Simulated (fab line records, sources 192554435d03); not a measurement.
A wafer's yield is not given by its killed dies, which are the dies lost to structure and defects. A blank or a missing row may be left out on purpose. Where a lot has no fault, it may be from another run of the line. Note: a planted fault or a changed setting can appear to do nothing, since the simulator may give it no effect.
Chamber matching + flow n5 finfet + rie diel-03 running N5_BEOL_M1_DESCUM_16: 4 sister chambers
The step chemistry O2, time 7 s. 18 wafers are shown with their chamber, then 9 later ones without.

## WAFERS PAIRED WITH THEIR CHAMBERS
| wafer  | chamber | drypump motor current A (A) | showerhead plenum p Torr (Torr) | throttle valve pct (%) |
|--------|---------|-----------------------------|---------------------------------|------------------------|
| L075.2 | 3       | 6.3                         | 2.20                            | 20.42                  |
| L075.3 | 2       | 5.7                         | 2.12                            | 20.36                  |
| L075.5 | 3       | 6.3                         | 2.20                            | 20.43                  |
| L079.2 | 3       | 6.2                         | 2.20                            | 20.44                  |
| L079.3 | 2       | 5.7                         | 2.12                            | 20.38                  |
| L079.4 | 2       | 5.7                         | 2.12                            | 20.36                  |
| L084.2 | 1       | 5.8                         | 2.14                            | 20.26                  |
| L084.4 | 2       | 5.7                         | 2.12                            | 20.41                  |
| L084.6 | 3       | 6.3                         | 2.19                            | 20.44                  |
| L085.1 | 2       | 5.7                         | 2.12                            | 20.38                  |
| L085.4 | 3       | 6.3                         | 2.19                            | 20.46                  |
| L085.5 | 2       | 5.7                         | 2.12                            | 20.39                  |
| L088.1 | 3       | 6.3                         | 2.19                            | 20.46                  |
| L088.3 | 0       | 5.4                         | 2.10                            | 21.00                  |
| L088.4 | 1       | 5.8                         | 2.14                            | 20.26                  |
| L089.4 | 1       | 5.8                         | 2.14                            | 20.26                  |
| L089.5 | 3       | 6.3                         | 2.19                            | 20.47                  |
| L089.6 | 0       | 5.4                         | 2.10                            | 21.02                  |

SIGNATURES (means of the wafers above)
| reading                  | chamber 0 | chamber 1 | chamber 2 | chamber 3 | scatter within a chamber |
|--------------------------|-----------|-----------|-----------|-----------|--------------------------|
| drypump motor current A  | 5.400     | 5.800     | 5.700     | 6.286     | 0.0247                   |
| showerhead plenum p Torr | 2.1000    | 2.1400    | 2.1200    | 2.1943    | 0.0035                   |
| throttle valve pct       | 21.0100   | 20.2600   | 20.3800   | 20.4457   | 0.0168                   |
Rule: for a wafer and a chamber, the distance is found by dividing, reading by reading, the gap between the wafer's reading and the chamber's mean by the reading's scatter, squaring, summing and taking the root. If the next closest chamber is less than 2 further off than the closest, the wafer can't be placed; otherwise it belongs to the closest. How the scatter is found: for the shown wafers, subtract from each reading the mean of its chamber, square and add these, divide the total by (wafers less chambers), then take the root.

## WAFERS WHOSE CHAMBER IS MISSING
| wafer  | drypump motor current A (A) | showerhead plenum p Torr (Torr) | throttle valve pct (%) |
|--------|-----------------------------|---------------------------------|------------------------|
| L090.1 | 6.3                         | 2.19                            | 20.46                  |
| L090.2 | 5.4                         | 2.10                            | 21.00                  |
| L090.3 | 5.7                         | 2.12                            | 20.39                  |
| L093.1 | 5.4                         | 2.10                            | 21.03                  |
| L093.4 | 6.3                         | 2.19                            | 20.48                  |
| L093.6 | 5.7                         | 2.11                            | 20.40                  |
| L094.2 | 5.4                         | 2.09                            | 21.02                  |
| L094.3 | 6.3                         | 2.19                            | 20.47                  |
| L094.6 | 5.7                         | 2.11                            | 20.41                  |

## THE CHAMBER EACH PASSED THROUGH
| wafer  | from the rows above | in truth |
|--------|---------------------|----------|
| L090.1 | 3                   | 3        |
| L090.2 | 0                   | 0        |
| L090.3 | 2                   | 2        |
| L093.1 | 0                   | 0        |
| L093.4 | 3                   | 3        |
| L093.6 | 2                   | 2        |
| L094.2 | 0                   | 0        |
| L094.3 | 3                   | 3        |
| L094.6 | 2                   | 2        |
9 of 9 placed correctly. Left unplaced by these rows: 0. Number placed wrongly: 0.
